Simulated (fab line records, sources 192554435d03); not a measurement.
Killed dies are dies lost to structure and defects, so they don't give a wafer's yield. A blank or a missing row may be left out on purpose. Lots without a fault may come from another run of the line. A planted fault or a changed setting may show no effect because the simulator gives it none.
One fault seen from 3 desks | flow n5_finfet | each desk has only its own numbers; what lay behind them comes last

THE TOOL OWNER'S DESK: rie_diel-01
The tool's own readings at N5_FIN_SAQP_STRIP_77 (strips in N2/H2, time 90 s): means of the sampled wafers that have a number, for each lot that ran on this tool. A lot is out of limits, marked OUT, if its mean lies more than 4 standard deviations from the usual mean; the brackets give that distance.
Columns: A = bias_power_w at N5_FIN_SAQP_STRIP_77, usual 3.000 W; B = chamber_pressure_mTorr at N5_FIN_SAQP_STRIP_77, usual 100.00 mTorr; C = drypump_motor_current_A at N5_FIN_SAQP_STRIP_77, usual 5.9 A; D = oes_product_au at N5_FIN_SAQP_STRIP_77, usual 0.80 a.u.; E = rf_vpp_V at N5_FIN_SAQP_STRIP_77, usual 45.4 V; F = showerhead_plenum_p_Torr at N5_FIN_SAQP_STRIP_77, usual 3.40 Torr; G = throttle_valve_pct at N5_FIN_SAQP_STRIP_77, usual 12.12 %
lot  | first seen here | A     | B      | C   | D    | E    | F    | G
L707 | day 2 07:26     | 3.002 | 100.06 | 5.0 | 0.89 | 45.1 | 3.31 | 11.89
L716 | day 4 14:21     | 3.002 | 100.02 | 6.0 | 0.79 | 45.0 | 3.40 | 12.16
L723 | day 6 08:42     | 2.998 | 99.92  | 5.6 | 0.79 | 45.6 | 3.30 | 12.08
L727 | day 7 07:36     | 3.005 | 99.95  | 6.6 | 0.78 | 45.5 | 3.43 | 12.18
L729 | day 7 20:23     | 2.999 | 100.02 | 5.6 | 0.77 | 44.8 | 3.30 | 12.11
This desk's finding: nothing out of limits on any of the 5 lots.

THE DEFECT DESK
What the inspections along the route counted, lot by lot: means of the sampled wafers that have a number. A lot is out of limits, marked OUT, if its mean lies more than 4 standard deviations from the usual mean; the brackets give that distance.
Columns: A = raw_defect_count at N5_FIN_SAQP_INSPECT_40, usual 189; B = raw_defect_count at N5_FIN_CUT_INSPECT_10, usual 35; C = raw_defect_count at N5_FIN_CUT_INSPECT_17, usual 191
lot  | first seen here | A             | B             | C
L707 | day 2 07:53     | 148           | 30            | 145
L713 | day 3 21:22     | 746 (+12) OUT | 226 (+22) OUT | 763 (+12) OUT
L714 | day 4 02:56     | 810 (+13) OUT | 226 (+22) OUT | 791 (+12) OUT
L715 | day 4 09:19     | 775 (+12) OUT | 212 (+20) OUT | 760 (+12) OUT
L716 | day 4 14:48     | 214           | 45            | 218
L723 | day 6 09:09     | 209           | 37            | 220
L727 | day 7 08:02     | 191           | 44            | 200
L729 | day 7 20:50     | 139           | 35            | 147
This desk's finding: out of limits on L713, L714, L715; first on L713, day 3 21:22 (raw_defect_count at N5_FIN_SAQP_INSPECT_40). In limits: L707, L716, L723, L727, L729.

THE METROLOGY DESK
What the gauges read, lot by lot, whatever tool the lot ran on: means of the sampled wafers that have a number. A lot is out of limits, marked OUT, if its mean lies more than 4 standard deviations from the usual mean; the brackets give that distance. Of its 10 readings 7 are shown: those that lie furthest out on some lot.
Columns: A = DIBL_N at N5_BEOL_M4_RC_MEAS_101, usual 36.3 mV/V; B = DIBL_P at N5_BEOL_M4_RC_MEAS_101, usual 36.5 mV/V; C = IOFF_P at N5_BEOL_M4_RC_MEAS_101, usual 0.22 nA/um; D = ION_N at N5_BEOL_M4_RC_MEAS_101, usual 677 uA/um; E = ION_P at N5_BEOL_M4_RC_MEAS_101, usual 466 uA/um; F = VT_N at N5_BEOL_M4_RC_MEAS_101, usual 249 mV; G = VT_P at N5_BEOL_M4_RC_MEAS_101, usual -248.9 mV
lot  | first seen here | A    | B    | C    | D   | E   | F   | G
L707 | day 8 17:48     | 36.2 | 36.7 | 0.19 | 672 | 461 | 251 | -250.5
L713 | day 10 01:01    | 36.5 | 38.3 | 0.30 | 695 | 482 | 244 | -243.4
L714 | day 10 10:07    | 36.4 | 36.5 | 0.18 | 674 | 458 | 252 | -255.3
L715 | day 10 18:19    | 34.4 | 35.1 | 0.21 | 667 | 464 | 251 | -247.1
L716 | day 10 20:47    | 39.1 | 37.7 | 0.22 | 677 | 464 | 250 | -249.3
L723 | day 12 17:38    | 35.5 | 34.5 | 0.21 | 674 | 471 | 250 | -248.5
L727 | day 13 19:41    | 32.8 | 32.8 | 0.16 | 654 | 455 | 255 | -252.9
L729 | day 14 01:23    | 35.5 | 37.0 | 0.23 | 680 | 468 | 248 | -248.5
This desk's finding: nothing out of limits on any of the 8 lots.

PUT TOGETHER
The defect desk could have raised an alarm at day 3 21:22, on L713, L714, L715.
The tool owner's desk saw nothing out of limits.
The metrology desk saw nothing out of limits.
The tool owner's desk has no number on record for L713, L714, L715.
The metrology desk has L713, L714, L715 on record, within its limits.
Of the lots named, all ran N5_FIN_SAQP_STRIP_77 on rie_diel-01.

WHAT THE SIMULATOR HAD PUT IN
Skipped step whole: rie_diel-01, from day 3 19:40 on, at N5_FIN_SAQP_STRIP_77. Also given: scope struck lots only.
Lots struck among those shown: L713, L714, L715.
Hours from the fault's start to each desk's first reading out of limits: the defect desk, 2.
